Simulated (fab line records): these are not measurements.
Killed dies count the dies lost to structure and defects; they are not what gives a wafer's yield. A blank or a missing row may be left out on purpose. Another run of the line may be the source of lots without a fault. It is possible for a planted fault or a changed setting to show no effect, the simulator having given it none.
Which tool was responsible? | flow n5Finfet | 27 wafers from 9 lots sampled at 6 of the route's 1938 steps

== WHAT EACH GAUGE READ, for each wafer ==
N5_SD_EPI_N_CD_MEAS_09: target cd 120 nm.
lot  | measured    | on       | cdNm (nm)
L589 | day 2 23:23 | cdSem-01 | 120.4 120.5 120.8
L590 | day 3 07:20 | cdSem-02 | 120.9 119.8 120.9
L592 | day 3 22:15 | cdSem-02 | 119.3 119.9 119.5
L593 | day 4 00:12 | cdSem-02 | 120.9 119.3 119.7
L595 | day 4 15:31 | cdSem-02 | 119.8 119.1 119.4
L596 | day 4 20:23 | cdSem-03 | 120.4 120.2 118.8
L601 | day 6 00:44 | cdSem-01 | 115.8 115.6 114.9
L604 | day 6 21:50 | cdSem-02 | 115.5 116.0 115.6
L611 | day 8 12:16 | cdSem-02 | 120.3 119.1 120.6

N5_BEOL_M4_RC_MEAS_101.
lot  | measured     | on        | DIBL_N (mV/V)  | DIBL_P (mV/V)  | IOFF_N (nA/um) | IOFF_P (nA/um) | ION_N (uA/um) | ION_P (uA/um) | SS_N (mV/dec)  | SS_P (mV/dec)  | VT_N (mV)   | VT_P (mV)
L589 | day 7 23:18  | prober-02 | 40.3 37.1 43.8 | 40.9 35.4 44.8 | 0.23 0.15 0.36 | 0.31 0.21 0.42 | 680 676 712   | 471 464 478   | 72.2 71.3 73.7 | 74.8 73.7 76.2 | 243 251 240 | -246 -251 -243
L590 | day 8 02:19  | prober-02 | 37.4 36.8 39.6 | 37.6 37.4 40.9 | 0.19 0.17 0.25 | 0.22 0.22 0.29 | 677 667 688   | 457 453 457   | 72.1 71.1 72.2 | 73.7 75.0 76.1 | 250 249 245 | -249 -251 -248
L592 | day 8 22:55  | prober-02 | 37.5 36.0 41.5 | 37.8 36.8 43.3 | 0.18 0.16 0.27 | 0.19 0.18 0.28 | 682 676 694   | 454 453 461   | 72.0 71.0 73.1 | 73.1 73.5 75.4 | 248 249 244 | -252 -254 -246
L593 | day 9 01:54  | prober-01 | 36.7 36.7 36.5 | 38.7 36.8 38.3 | 0.17 0.16 0.16 | 0.26 0.21 0.25 | 681 671 679   | 475 459 473   | 70.8 71.5 71.2 | 74.1 72.5 73.6 | 248 251 251 | -247 -251 -247
L595 | day 9 08:11  | prober-02 | 35.3 38.5 39.3 | 36.6 39.5 40.8 | 0.15 0.22 0.23 | 0.19 0.25 0.27 | 670 703 706   | 458 474 471   | 71.4 72.1 72.3 | 73.1 73.8 74.8 | 253 245 248 | -255 -251 -249
L596 | day 9 17:25  | prober-01 | 38.8 38.9 37.1 | 39.2 40.6 38.9 | 0.20 0.21 0.19 | 0.20 0.22 0.21 | 683 690 679   | 455 460 456   | 72.3 72.4 71.8 | 74.2 74.7 74.2 | 248 246 247 | -256 -253 -255
L601 | day 11 08:12 | prober-02 | 32.2 39.6 37.6 | 32.4 41.7 38.2 | 0.11 0.26 0.19 | 0.18 0.34 0.26 | 655 701 678   | 460 478 465   | 70.1 71.5 72.0 | 72.2 75.0 73.4 | 256 240 247 | -253 -244 -245
L604 | day 12 11:37 | prober-01 | 36.8 39.9 36.6 | 37.9 41.1 36.6 | 0.16 0.19 0.16 | 0.22 0.27 0.19 | 677 679 673   | 459 466 457   | 71.4 72.4 71.0 | 72.9 74.2 73.1 | 249 248 248 | -250 -249 -252
L611 | day 14 07:43 | prober-02 | 37.7 40.0 35.8 | 38.9 40.9 37.0 | 0.19 0.24 0.15 | 0.28 0.30 0.23 | 670 696 677   | 460 474 471   | 72.9 73.1 71.6 | 73.9 74.6 73.2 | 249 244 250 | -247 -245 -248

== TOOL THAT RAN EACH LOT (tool first, then ch and the chambers of the sampled wafers, then the start) ==
lot  | N5_DUMMY_GATE_ETCH_42            | N5_SPACER0_ALD_00               | N5_SD_EPI_N_PEB_07              | N5_SD_EPI_N_ETCH_35
L589 | rieDiel-02 ch 0,1, day 2 22:17   | aldSin-01 ch 0,1,3, day 2 22:42 | lithoTrack-03 ch 0, day 2 23:20 | rieDiel-05 ch 0,2,3, day 2 23:35
L590 | rieDiel-06 ch 0,2, day 3 06:14   | aldSin-03 ch 1,2, day 3 06:39   | lithoTrack-03 ch 0, day 3 07:17 | rieDiel-05 ch 0,2,3, day 3 07:51
L592 | rieDiel-04 ch 0,1,3, day 3 21:08 | aldSin-03 ch 0,3, day 3 21:34   | lithoTrack-03 ch 0, day 3 22:11 | rieDiel-03 ch 1,3, day 3 22:26
L593 | rieDiel-02 ch 0,1,3, day 3 22:58 | aldSin-04 ch 0,1,2, day 3 23:23 | lithoTrack-05 ch 0, day 4 00:08 | rieDiel-05 ch 1,2,3, day 4 00:24
L595 | rieDiel-04 ch 0,1, day 4 14:20   | aldSin-03 ch 1,3, day 4 14:50   | lithoTrack-01 ch 0, day 4 15:27 | rieDiel-01 ch 0,1, day 4 15:42
L596 | rieDiel-06 ch 1,3, day 4 19:08   | aldSin-01 ch 0,1, day 4 19:34   | lithoTrack-01 ch 0, day 4 20:19 | rieDiel-03 ch 0,1,3, day 4 20:34
L601 | rieDiel-02 ch 0,1,2, day 5 23:30 | aldSin-04 ch 0,1, day 5 23:56   | lithoTrack-03 ch 0, day 6 00:40 | rieDiel-01 ch 0,1, day 6 00:55
L604 | rieDiel-02 ch 1,2,3, day 6 20:44 | aldSin-04 ch 2,3, day 6 21:09   | lithoTrack-03 ch 0, day 6 21:46 | rieDiel-01 ch 0,1,2, day 6 22:01
L611 | rieDiel-06 ch 0,2,3, day 8 10:46 | aldSin-03 ch 1,2, day 8 11:16   | lithoTrack-01 ch 0, day 8 12:13 | rieDiel-03 ch 1,2,3, day 8 12:27
- N5_DUMMY_GATE_ETCH_42: etches SiO2 in CHF3/O2, target depth 3.5 nm, time 31 s.
- N5_SPACER0_ALD_00: deposits SiOCN, target thk 3.5 nm, pulse time 3 s, purge time 2 s.
- N5_SD_EPI_N_PEB_07: peb time 60 s.
- N5_SD_EPI_N_ETCH_35: etches SOC in N2/H2, overetch 108 nm, time 486 s.

== AS READ BY THE TOOLS THEMSELVES (means over the sampled wafers that have a number; for cases with no such wafer, the mark the record gives instead) ==
N5_DUMMY_GATE_ETCH_42.
lot  | tool       | drypumpMotorCurrentA (A) | oesProductAu (a.u.) | rfVppV (V) | showerheadPlenumPTorr (Torr) | throttleValvePct (%)
L589 | rieDiel-02 | 5.5                      | 0.72                | 44.4       | 2.47                         | 18.48
L590 | rieDiel-06 | 6.0                      | 0.70                | 42.6       | 2.43                         | 19.20
L592 | rieDiel-04 | 5.8                      | 0.74                | 41.7       | 2.44                         | 18.65
L593 | rieDiel-02 | 6.0                      | 0.72                | 42.7       | 2.44                         | 18.62
L595 | rieDiel-04 | 5.9                      | 0.75                | 42.0       | 2.51                         | 18.56
L596 | rieDiel-06 | 5.3                      | 0.84                | 41.6       | 2.41                         | 18.44
L601 | rieDiel-02 | 5.9                      | 0.71                | 42.6       | 2.41                         | 18.65
L604 | rieDiel-02 | 6.0                      | 0.72                | 42.0       | 2.39                         | 18.69
L611 | rieDiel-06 | 5.8                      | 0.78                | 41.9       | 2.38                         | 18.86

N5_SPACER0_ALD_00.
lot  | tool      | heaterPowerW (W) | precursorPulseHeightRel
L589 | aldSin-01 | 868              | 1.021
L590 | aldSin-03 | 936              | 1.015
L592 | aldSin-03 | 826              | 1.018
L593 | aldSin-04 | 831              | 1.015
L595 | aldSin-03 | 849              | 0.995
L596 | aldSin-01 | 951              | 1.027
L601 | aldSin-04 | 847              | 0.992
L604 | aldSin-04 | 919              | 0.998
L611 | aldSin-03 | 916              | 0.995

N5_SD_EPI_N_PEB_07.
lot  | tool          | heaterPowerTotalW (W) | plateTempC (C)
L589 | lithoTrack-03 | 175.7                 | 110.10
L590 | lithoTrack-03 | 176.3                 | 110.00
L592 | lithoTrack-03 | 175.7                 | 110.04
L593 | lithoTrack-05 | 176.9                 | 109.90
L595 | lithoTrack-01 | 177.0                 | 109.82
L596 | lithoTrack-01 | 175.0                 | 109.99
L601 | lithoTrack-03 | 170.6                 | 108.19
L604 | lithoTrack-03 | 171.2                 | 108.38
L611 | lithoTrack-01 | 177.4                 | 109.97

N5_SD_EPI_N_ETCH_35.
lot  | tool       | drypumpMotorCurrentA (A) | oesProductAu (a.u.) | rfVppV (V) | showerheadPlenumPTorr (Torr) | throttleValvePct (%)
L589 | rieDiel-05 | 5.4                      | 0.67                | 240.9      | 2.55                         | 23.7
L590 | rieDiel-05 | 5.4                      | 0.67                | 239.9      | 2.55                         | 23.7
L592 | rieDiel-03 | 6.1                      | 0.69                | 240.1      | 2.47                         | 23.9
L593 | rieDiel-05 | 5.5                      | 0.66                | 240.0      | 2.53                         | 23.8
L595 | rieDiel-01 | 5.9                      | 0.66                | 242.6      | 2.64                         | 23.8
L596 | rieDiel-03 | 5.7                      | 0.65                | 240.3      | 2.44                         | 23.8
L601 | rieDiel-01 | 5.9                      | 0.65                | 242.5      | 2.63                         | 23.8
L604 | rieDiel-01 | 5.8                      | 0.72                | 241.8      | 2.66                         | 23.6
L611 | rieDiel-03 | 5.5                      | 0.69                | 240.4      | 2.47                         | 23.8

== THE ANSWER, worked out from the rows above alone ==
Rule: usual is defined by the lots themselves. Put in order of their means at a reading, lots are off if they are a third of the lots or fewer, leave a main group of 4 or more, and stand apart from it by a gap of 3 or more times the standard deviation of the main group's means; of several such gaps the widest counts. Not used: any main group whose means are identical at the precision the tables above print for the reading. A lot without any number at a reading at which 4 lots or more have one is off too. The other lots that the step has rows for count as sound. First the gauges in route order, then the tools' own readings, where a lot's mean is used as printed above. At the first step where some lot is off, the reading lying furthest off is the one used; lots without a number count as furthest.
Off: L601, L604 (N5_SD_EPI_N_CD_MEAS_09, cdNm). Mean 120.0 nm and standard deviation 0.41 in the main group.
A tool fits if, at a process step before that reading, it ran every lot that is off, and no sound lot after the first of them. The gauges at N5_SD_EPI_N_CD_MEAS_09 aren't tried: what is off there is off at N5_SD_EPI_N_PEB_07 too, on other tools, and a gauge's error can't cause that. Can't be told from this: 3 tools fit, rieDiel-02 at N5_DUMMY_GATE_ETCH_42, aldSin-04 at N5_SPACER0_ALD_00, lithoTrack-03 at N5_SD_EPI_N_PEB_07.

== WHAT THE SIMULATOR HAD PUT IN ==
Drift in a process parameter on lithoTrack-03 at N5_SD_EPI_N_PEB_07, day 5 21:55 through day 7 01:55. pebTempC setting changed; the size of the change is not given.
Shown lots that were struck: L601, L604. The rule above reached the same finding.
